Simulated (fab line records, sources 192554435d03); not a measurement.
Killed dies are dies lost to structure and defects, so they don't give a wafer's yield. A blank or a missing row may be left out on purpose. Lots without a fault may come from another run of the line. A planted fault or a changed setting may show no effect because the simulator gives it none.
A struck lot beside a sound one | flow n5_finfet | 37 steps out of a route of 1938
Sound: wafers L312.1, L312.3, L312.4. Struck: wafers L309.1, L309.4, L309.5. The cause comes at the end.
At each step with rows: each side's tool, then ch and its chambers, then its first start. Under that, the readings that differ: sound wafers | struck wafers | difference of the means | sigmas: that difference in standard deviations of wafers without a fault.
alike: readings whose means differ by less than 2 such deviations, and words and numbers that are the same on both sides. not compared: withheld readings, readings that some wafer has no value for, bounds like >300 that may hide the same value, and numbers for which the record gives no deviation and whose values overlap.
The two part at a step that has a row with sigmas, a row that says differs or no value, or rows on one side only. Numbers that don't overlap but have no deviation are shown without sigmas and don't part them. A reading that every wafer of one side lacks parts them only if that side has two wafers or more.

first, 9 steps without rows for these wafers: N5_BEOL_M4_ANNEAL_95 (time 240 s); N5_BEOL_M4_SPUTTER_96 (material Cu, target thk 4.5 nm, time 8.29 s); N5_BEOL_M4_ECD_50 (material Cu, target thk 300 nm); N5_BEOL_M4_ANNEAL_51 (time 90 s); N5_BEOL_M4_CMP_52 (polishes, stops on SiOC, t overpolish 6.8 s, target thk 40 nm); N5_BEOL_M4_PRE_CLEAN_60 (time 15 s); N5_BEOL_M4_CO_CAP_55 (material Co, precursor CCTBA/H2, target thk 2 nm, time 102.1 s); N5_BEOL_M4_PRE_CLEAN_56 (time 15 s); N5_BEOL_M4_DEP_57 (deposits SiCN from 3MS/NH3, target thk 8 nm, time 14 s).
N5_BEOL_M4_RC_MEAS_101:
  sound on prober-02 ch 0, day 10 09:59; struck on prober-02 ch 0, day 9 03:50
  reading       | sound          | struck         | difference | sigmas
  ION_N (uA/um) | 665 663 664    | 690 694 692    | +28        | +3
  ION_P (uA/um) | 464 458 464    | 480 472 478    | +15        | +2
  SS_P (mV/dec) | 72.7 72.6 73.1 | 74.1 74.0 74.5 | +1.4       | +3
  alike: DIBL_N, DIBL_P, IOFF_N, IOFF_P, SS_N, VT_N, VT_P
then, 24 steps without rows for these wafers: N5_BEOL_M5_ILD_DEP_00 (deposits SiCOH lowk from DEMS/porogen, target thk 140.64 nm, time 25.9 s); N5_BEOL_M5_CURE_79 (cures SiCOH lowk, time 240 s); N5_BEOL_M5_PECVD_70 (deposits SiO2 from TEOS/O2, target thk 16 nm, time 18 s); N5_BEOL_M5_HM_DEP_02 (deposits TiN, target thk 20 nm); N5_BEOL_M5_COAT_59 (time 60 s, resist thk 60 nm); N5_BEOL_M5_COAT_60 (time 60 s, resist thk 12 nm); N5_BEOL_M5_COAT_71 (time 60 s, resist thk 5 nm); N5_BEOL_M5_COAT_05 (resist thk 30 nm); N5_BEOL_M5_EBR_07; N5_BEOL_M5_SOFTBAKE_06 (time 60 s); N5_BEOL_M5_EXPOSE_08 (exposes mask M5, target cd 28 nm); N5_BEOL_M5_PEB_09 (peb time 60 s); N5_BEOL_M5_DEVELOP_10 (develop time 30 s); N5_BEOL_M5_DESCUM_16 (chemistry O2, time 7 s); N5_BEOL_M5_ETCH_72 (etches underlayer in N2/H2, target depth 6.5 nm, time 5.2 s); N5_BEOL_M5_ETCH_61 (etches SiARC in CF4, target depth 15.6 nm, time 26 s); N5_BEOL_M5_ETCH_62 (etches SOC in N2/H2, target depth 75 nm, overetch 15 nm, time 112.5 s); N5_BEOL_M5_STRIP_63 (strips in N2/H2); N5_BEOL_M5_STRIP_73 (strips in N2/H2); N5_BEOL_M5_STRIP_64 (strips in CF4); N5_BEOL_M5_HM_OPEN_17 (chemistry Cl2/BCl3, target TiN, target depth 20 nm, overetch 6 nm); N5_BEOL_M5_STRIP_19 (strips in O2); N5_BEOL_M5_COAT_65 (time 60 s, resist thk 60 nm); N5_BEOL_M5_COAT_66 (time 60 s, resist thk 12 nm).
-- the record jumps here: 4 days lie between the struck wafers' starts before and after (it left off in module BEOL_M5 and takes up again in module BEOL_M15, whose first step shown is number 1814 of the route) --
N5_BEOL_M15_ETCH_38: etches SiCN in CF4/N2, target depth 106.4 nm, time 120.5 s.
  sound on rie_diel-05 ch 0,2,3, day 14 02:18; struck on rie_diel-05 ch 1,2,3, day 12 17:28
  no value came back on the struck wafers for any of 8 readings (bias_w (W), cf4_flow_sccm (sccm) and others); on the sound wafers bias_w (W) reads 69.94 69.82 69.90
  reading                                       | sound          | struck         | difference | sigmas
  model.SiO2_of_BEOL_M15_ILD_DEP_00.thk_nm (nm) | 1556 1576 1595 | 1612 1636 1649 | +57        |
N5_BEOL_M15_CMP_49: polishes, stops on SiO2, t overpolish 4.9 s, target thk 850 nm.
  sound on cmp-03 ch 0,1,2, day 14 04:01; struck on cmp-01 ch 1,2, day 12 19:11
  reading                                       | sound          | struck         | difference | sigmas
  model.SiO2_of_BEOL_M15_ILD_DEP_00.thk_nm (nm) | 1541 1561 1580 | 1597 1621 1634 | +57        |
  alike: motor_current_A
N5_PASSIVATION_PROBE_49:
  sound on prober-01, day 14 21:44; struck on prober-01, day 13 10:25
  reading                  | sound          | struck         | difference | sigmas
  defect_limited_yield (%) | 92.5 92.5 92.5 | 0 0 0          | -92        | -62
  killed_at_M0_to_M3       | 22 24 14       | 35 46 49       | +23        | +2
  killed_at_M4_up          | 3 9 4          | 1101 1076 1079 | +1080      | +99 or more
  killed_dies              | 89 88 89       | 1180 1180 1180 | +1091      | +61
  killed_on_rim            | 8 11 11        | 152 152 152    | +142       | +36
  sort_bin_5_function (%)  | 3.7 4.4 4.1    | 97.4 95.4 95.8 | +92.1      | +92
  sort_n_pass              | 1091 1092 1091 | 0 0 0          | -1091      | -61
  sort_yield_pct (%)       | 92.5 92.5 92.5 | 0 0 0          | -92        | -62
  alike: killed_at_contacts, killed_at_front_end, killed_at_other, killed_open, killed_short, sort_bin_6_memory

WHERE THEY PART
First at N5_BEOL_M4_RC_MEAS_101; last, within this record, at N5_PASSIVATION_PROBE_49.

WHY: what the simulator had put in
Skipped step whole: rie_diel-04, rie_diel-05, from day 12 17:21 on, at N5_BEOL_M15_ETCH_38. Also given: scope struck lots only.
